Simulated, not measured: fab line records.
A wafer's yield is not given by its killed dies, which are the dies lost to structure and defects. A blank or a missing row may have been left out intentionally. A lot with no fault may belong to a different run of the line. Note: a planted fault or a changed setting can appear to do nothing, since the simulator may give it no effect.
Chamber matching + flow nandHarc + NHARC_A_BLC_ETCH_16 on rieDiel-03: 4 sister chambers
The step etches the open film in CF4, target depth 39 nm, time 65 s. 24 wafers are shown with their chamber, then 12 later ones without.

## WAFERS, EACH WITH ITS CHAMBER
| wafer  | chamber | showerheadPlenumPTorr (Torr) | drypumpMotorCurrentA (A) | rfVppV (V) |
|--------|---------|------------------------------|--------------------------|------------|
| L077.2 | 0       | 1.70                         | 4.9                      | 150.8      |
| L077.3 | 2       | 1.68                         | 6.0                      | 149.0      |
| L077.6 | 1       | 1.65                         | 6.1                      | 150.5      |
| L078.1 | 0       | 1.70                         | 4.9                      | 151.6      |
| L078.4 | 1       | 1.65                         | 6.1                      | 149.4      |
| L078.5 | 3       | 1.85                         | 6.0                      | 153.7      |
| L079.1 | 2       | 1.68                         | 5.9                      | 151.9      |
| L079.4 | 1       | 1.65                         | 6.1                      | 150.3      |
| L079.6 | 0       | 1.70                         | 4.9                      | 151.4      |
| L081.2 | 0       | 1.70                         | 5.0                      | 150.1      |
| L081.3 | 2       | 1.68                         | 6.0                      | 150.4      |
| L081.6 | 1       | 1.65                         | 6.1                      | 148.9      |
| L082.1 | 3       | 1.85                         | 6.0                      | 152.5      |
| L082.5 | 0       | 1.70                         | 4.9                      | 151.8      |
| L082.6 | 1       | 1.65                         | 6.1                      | 150.5      |
| L084.3 | 0       | 1.70                         | 4.9                      | 150.5      |
| L084.4 | 3       | 1.85                         | 6.0                      | 152.6      |
| L084.6 | 0       | 1.70                         | 4.9                      | 149.6      |
| L085.3 | 1       | 1.65                         | 6.1                      | 149.2      |
| L085.5 | 1       | 1.65                         | 6.1                      | 150.2      |
| L085.6 | 0       | 1.70                         | 5.0                      | 150.2      |
| L086.2 | 1       | 1.65                         | 6.1                      | 150.7      |
| L086.4 | 3       | 1.85                         | 6.0                      | 152.8      |
| L086.6 | 0       | 1.69                         | 5.0                      | 149.2      |

SIGNATURES (averages over the wafers above)
| reading               | chamber 0 | chamber 1 | chamber 2 | chamber 3 | scatter within a chamber |
|-----------------------|-----------|-----------|-----------|-----------|--------------------------|
| showerheadPlenumPTorr | 1.6989    | 1.6500    | 1.6800    | 1.8500    | 0.00211                  |
| drypumpMotorCurrentA  | 4.933     | 6.100     | 5.967     | 6.000     | 0.0365                   |
| rfVppV                | 150.578   | 149.963   | 150.433   | 152.900   | 0.864                    |
Rule: a wafer's distance from a chamber is the root of the sum, over the readings, of the square of ((its reading less the chamber's mean) divided by the reading's scatter). The wafer belongs to the nearest chamber; if the next one is less than 2 further off, it can't be placed. The scatter: the root of (the sum of the squares of (reading less its chamber's mean) over the shown wafers, divided by (wafers less chambers)).

## WAFERS WITHOUT THEIR CHAMBER
| wafer  | showerheadPlenumPTorr (Torr) | drypumpMotorCurrentA (A) | rfVppV (V) |
|--------|------------------------------|--------------------------|------------|
| L091.2 | 1.85                         | 6.0                      | 151.6      |
| L091.4 | 1.65                         | 6.1                      | 148.4      |
| L091.5 | 1.85                         | 6.0                      | 151.0      |
| L093.1 | 1.65                         | 6.1                      | 150.2      |
| L093.2 | 1.84                         | 6.0                      | 153.3      |
| L093.4 | 1.68                         | 6.0                      | 150.9      |
| L096.2 | 1.65                         | 6.1                      | 150.3      |
| L096.4 | 1.68                         | 6.0                      | 150.3      |
| L096.6 | 1.68                         | 5.9                      | 149.7      |
| L097.2 | 1.64                         | 6.1                      | 151.5      |
| L097.4 | 1.69                         | 4.9                      | 149.8      |
| L097.6 | 1.69                         | 5.0                      | 149.9      |

## CHAMBER TAKEN BY EACH
| wafer  | from the rows above | in truth |
|--------|---------------------|----------|
| L091.2 | 3                   | 3        |
| L091.4 | 1                   | 1        |
| L091.5 | 3                   | 3        |
| L093.1 | 1                   | 1        |
| L093.2 | 3                   | 3        |
| L093.4 | 2                   | 2        |
| L096.2 | 1                   | 1        |
| L096.4 | 2                   | 2        |
| L096.6 | 2                   | 2        |
| L097.2 | 1                   | 1        |
| L097.4 | 0                   | 0        |
| L097.6 | 0                   | 0        |
Placed correctly: 12 of 12. Left unplaced by these rows: 0. Placed wrongly: 0.
